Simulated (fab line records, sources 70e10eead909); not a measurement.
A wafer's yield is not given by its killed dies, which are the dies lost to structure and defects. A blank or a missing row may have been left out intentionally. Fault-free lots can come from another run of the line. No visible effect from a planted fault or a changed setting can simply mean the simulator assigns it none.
Struck lot and sound lot, side by side | flow nand_harc | 13 steps out of a route of 1302
Sound: the wafers L793.2, L793.4, L793.5. Struck: wafer L787.1 (L787.2, L787.3, from the same lot, were not struck and are left out); the cause is given at the end.
At each step with rows: each side's tool, then ch and its chambers, then its first start. Under that, the readings that differ: sound wafers | struck wafers | difference of the means | sigmas: that difference in standard deviations of wafers without a fault.
alike: readings whose means differ by less than 2 such deviations, and words and numbers that are the same on both sides. not compared: withheld readings, readings that some wafer has no value for, bounds like >300 that may hide the same value, and numbers for which the record gives no deviation and whose values overlap.
A row with sigmas, a row that says differs or no value, or rows on one side alone: a step with any of these is where the two part. When numbers do not overlap yet have no deviation, they are printed without sigmas and do not part them. Lack of a reading on every wafer of one side parts them only where that side has two or more wafers.

NHARC_A_DECK1_JOINT_CMP_02: polishes SiOx.
  sound on cmp-03 ch 0,1, day 17 07:16; struck on cmp-03 ch 2, day 15 01:25
  alike: edge_zone_pressure_frac, motor_current_A, slurry_filter_dp_kPa
after that, 1 step had no rows for these wafers: NHARC_A_DECK1_JOINT_SRD_15.
NHARC_A_DECK1_JOINT_DEP_16: deposits SiO2, target thk 45 nm.
  sound on pecvd-04 ch 0,1, day 17 07:40; struck on pecvd-04 ch 1, day 15 01:49
  alike: heater_power_w, throttle_valve_pct
NHARC_A_DECK1_JOINT_THK_MEAS_17: measures by ellipsometry.
  sound on film_metro-02 at day 17 07:56; struck on film_metro-02 at day 15 02:05
  alike: thk_nm
NHARC_A_DECK1_JOINT_INSPECT_05:
  sound on defect_inspect-01 at day 17 07:59; struck on defect_inspect-02 at day 15 02:07
  alike: raw_defect_count
then NHARC_A_ONON_D2_DEP_00 (target thk 1000 nm), 1 step lacking rows for these wafers.
NHARC_A_ONON_D2_THK_MEAS_02: measures by ellipsometry.
  sound on film_metro-01 at day 17 08:32; struck on film_metro-02 at day 15 02:42
  alike: thk_nm
then NHARC_A_ONON_D2_DEP_03 (target thk 1000 nm), 1 step lacking rows for these wafers.
NHARC_A_ONON_D2_THK_MEAS_05: measures by ellipsometry.
  sound on film_metro-01 at day 17 09:07; struck on film_metro-02 at day 15 03:17
  reading     | sound          | struck | difference | sigmas
  thk_nm (nm) | 1016 1015 1016 | 988    | -28        | -2
then NHARC_A_ONON_D2_DEP_06 (target thk 1000 nm), 1 step lacking rows for these wafers.
NHARC_A_ONON_D2_THK_MEAS_08: measures by ellipsometry.
  sound on film_metro-02 at day 17 09:41; struck on film_metro-02 at day 15 03:51
  alike: thk_nm
NHARC_A_ONON_D2_DEP_09: target thk 1000 nm.
  sound on pecvd_onon-03 ch 0, day 17 09:47; struck on pecvd_onon-02 ch 0, day 15 03:55
NHARC_A_ONON_D2_THK_MEAS_11: measures by ellipsometry.
  sound on film_metro-02 at day 17 10:14; struck on film_metro-01 at day 15 04:35
  reading     | sound          | struck | difference | sigmas
  thk_nm (nm) | 1003 1002 1000 | 1086   | +84        | +8
  not compared: hold

## WHERE THEY PART
First at NHARC_A_ONON_D2_THK_MEAS_05; last, within this record, at NHARC_A_ONON_D2_THK_MEAS_11.

WHY: what the simulator had put in
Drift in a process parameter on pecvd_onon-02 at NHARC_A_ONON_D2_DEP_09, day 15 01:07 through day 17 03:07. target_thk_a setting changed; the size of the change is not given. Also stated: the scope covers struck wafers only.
